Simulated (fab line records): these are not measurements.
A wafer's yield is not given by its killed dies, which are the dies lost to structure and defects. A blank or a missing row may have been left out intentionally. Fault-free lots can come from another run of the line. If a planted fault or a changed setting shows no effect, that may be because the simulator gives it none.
Matching of chambers + flow nandHarc + NHARC_A_STAIRCASE_TRIM_12 on rieDiel-13 has 4 sister chambers
The step chemistry O2, time 211.2 s. 14 wafers are shown with their chamber, then 7 later ones without.

## WAFERS WITH THEIR CHAMBER
| wafer  | chamber | drypumpMotorCurrentA (A) | showerheadPlenumPTorr (Torr) | oesProductAu (a.u.) |
|--------|---------|--------------------------|------------------------------|---------------------|
| L282.1 | 1       | 6.5                      | 3.77                         | 0.985               |
| L282.3 | 0       | 5.3                      | 3.52                         | 1.001               |
| L282.5 | 2       | 4.9                      | 3.37                         | 1.016               |
| L283.4 | 1       | 6.6                      | 3.77                         | 0.985               |
| L283.5 | 2       | 4.9                      | 3.37                         | 1.014               |
| L283.6 | 3       | 6.0                      | 3.51                         | 0.978               |
| L285.1 | 1       | 6.5                      | 3.76                         | 1.005               |
| L285.4 | 3       | 6.1                      | 3.51                         | 0.979               |
| L285.5 | 1       | 6.5                      | 3.76                         | 0.998               |
| L284.1 | 2       | 4.9                      | 3.36                         | 1.014               |
| L284.4 | 1       | 6.5                      | 3.76                         | 0.990               |
| L284.5 | 1       | 6.5                      | 3.76                         | 0.998               |
| L294.1 | 3       | 6.0                      | 3.49                         | 0.992               |
| L294.4 | 1       | 6.5                      | 3.75                         | 0.992               |

SIGNATURES (means of the wafers above)
| reading               | chamber 0 | chamber 1 | chamber 2 | chamber 3 | scatter within a chamber |
|-----------------------|-----------|-----------|-----------|-----------|--------------------------|
| drypumpMotorCurrentA  | 5.300     | 6.514     | 4.900     | 6.033     | 0.039                    |
| showerheadPlenumPTorr | 3.5200    | 3.7614    | 3.3667    | 3.5033    | 0.00787                  |
| oesProductAu          | 1.00100   | 0.99329   | 1.01467   | 0.98300   | 0.00675                  |
Rule: a wafer lies at a distance from a chamber equal to the root of the sum of squares, over the readings, of (its reading less the chamber's mean, divided by the reading's scatter). The wafer belongs to the nearest chamber; if the next one is less than 2 further off, it can't be placed. The scatter: take each reading less its chamber's mean, square it, sum over the shown wafers, divide by the number of wafers less the number of chambers, and take the root.

## WAFERS WITH NO CHAMBER GIVEN
| wafer  | drypumpMotorCurrentA (A) | showerheadPlenumPTorr (Torr) | oesProductAu (a.u.) |
|--------|--------------------------|------------------------------|---------------------|
| L294.5 | 6.5                      | 3.74                         | 1.004               |
| L297.2 | 6.5                      | 3.74                         | 1.016               |
| L297.3 | 6.1                      | 3.49                         | 0.991               |
| L297.5 | 6.6                      | 3.74                         | 1.003               |
| L300.2 | 4.9                      | 3.34                         | 0.994               |
| L300.3 | 5.3                      | 3.49                         | 1.006               |
| L300.5 | 4.9                      | 3.34                         | 1.002               |

## WHICH CHAMBER EACH ONE RAN IN
| wafer  | from the rows above | in truth |
|--------|---------------------|----------|
| L294.5 | 1                   | 1        |
| L297.2 | 1                   | 1        |
| L297.3 | 3                   | 3        |
| L297.5 | 1                   | 1        |
| L300.2 | 2                   | 2        |
| L300.3 | 0                   | 0        |
| L300.5 | 2                   | 2        |
Placed correctly: 7 of 7. Left unplaced by these rows: 0. 0 placed wrongly.
